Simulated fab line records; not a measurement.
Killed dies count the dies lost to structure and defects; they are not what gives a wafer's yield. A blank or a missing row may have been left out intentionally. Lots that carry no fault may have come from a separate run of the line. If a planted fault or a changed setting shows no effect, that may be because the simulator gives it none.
Comparing a struck lot with a sound one -- flow n5Finfet -- 14 out of 1938 route steps
Sound: these wafers, L314.3, L314.5, L314.6. Wafers L323.1, L323.3 were the ones struck. The cause is given at the end.
Each step with rows lists, per side, the tool, then ch with its chambers, then its first start. Under that, the readings that differ: sound wafers -- struck wafers -- difference of the means -- sigmas: that difference in standard deviations of wafers without a fault.
alike: a reading whose means differ by less than 2 such deviations, as well as words and numbers matching on both sides. not compared: withheld readings; readings where some wafer has no value; bounds like >300 that might hide an equal value; numbers whose values overlap and for which the record gives no deviation.
A row with sigmas, a row that says differs or no value, or rows on one side alone: a step with any of these is where the two part. Numbers that don't overlap but have no deviation are shown without sigmas and don't part them. A reading that every wafer of one side lacks parts them only if that side has two wafers or more.

first, 2 steps without rows for these wafers: N5_BEOL_M5_SPUTTER_83 (material Cu, target thk 15 nm, time 27.62 s); N5_BEOL_M5_ANNEAL_84 (time 1800 s).
N5_BEOL_M5_SPUTTER_88: material Cu, target thk 15 nm, time 27.62 s.
  struck on pvdSputter-01, day 10 13:17; sound on pvdSputter-03, day 8 12:08
  alike: chuckSensorTempC, throttleValvePct
N5_BEOL_M5_ANNEAL_89: time 1800 s.
  struck on pvdSputter-01, day 10 13:22; sound on pvdSputter-03, day 8 12:13
  alike: heaterPowerW
N5_BEOL_M5_SPUTTER_90: material Cu, target thk 4.5 nm, time 8.29 s.
  struck on pvdSputter-01, day 10 14:23; sound on pvdSputter-03, day 8 13:14
  alike: chuckSensorTempC, throttleValvePct
then, 1 step without rows for these wafers: N5_BEOL_M5_ECD_50 (material Cu, target thk 300 nm).
N5_BEOL_M5_ANNEAL_51: time 90 s.
  sound on rtpAnneal-01 ch 0, day 8 13:31; struck on rtpAnneal-01 ch 0, day 10 14:49
  alike: wafer_temp_C_max
then, 1 step without rows for these wafers: N5_BEOL_M5_CMP_52 (polishes, stops on SiCOH lowk, t overpolish 6.9 s, target thk 62 nm).
N5_BEOL_M5_THK_MEAS_53: measures by xrf.
  struck on filmMetro-02, day 10 15:41; sound on filmMetro-02, day 8 14:02
  alike: M5_THK
N5_BEOL_M5_PRE_CLEAN_77: time 15 s.
  sound on cvdCo-02 ch 0,1,2, day 8 14:04; struck on cvdCo-02 ch 0,1, day 10 15:45
  alike: heaterPowerW
then, 2 steps without rows for these wafers: N5_BEOL_M5_CO_CAP_78 (material Co, precursor CCTBA/H2, target thk 2 nm, time 102.1 s); N5_BEOL_M5_PRE_CLEAN_55 (time 15 s).
N5_BEOL_M5_DEP_56: deposits SiCN from 3MS/NH3, target thk 8 nm, time 14 s.
  sound on pecvd-03 ch 0,2, day 8 14:13; struck on pecvd-01 ch 1,2, day 10 15:54
reading,sound,struck,difference,sigmas
model.SiCN_of_BEOL_M5_DEP_56.thkNm (nm),8.2 8.2 8.2,10.4 10.4,+2.2,
  alike: showerheadPlenumPTorr, throttleValvePct
N5_BEOL_M5_RS_MEAS_57: measures by four-point-probe.
  struck on filmMetro-02, day 10 15:58; sound on filmMetro-02, day 8 14:17
  alike: M5_RS

WHERE THEY PART
Nowhere in this record.

WHY: the cause the simulator had injected
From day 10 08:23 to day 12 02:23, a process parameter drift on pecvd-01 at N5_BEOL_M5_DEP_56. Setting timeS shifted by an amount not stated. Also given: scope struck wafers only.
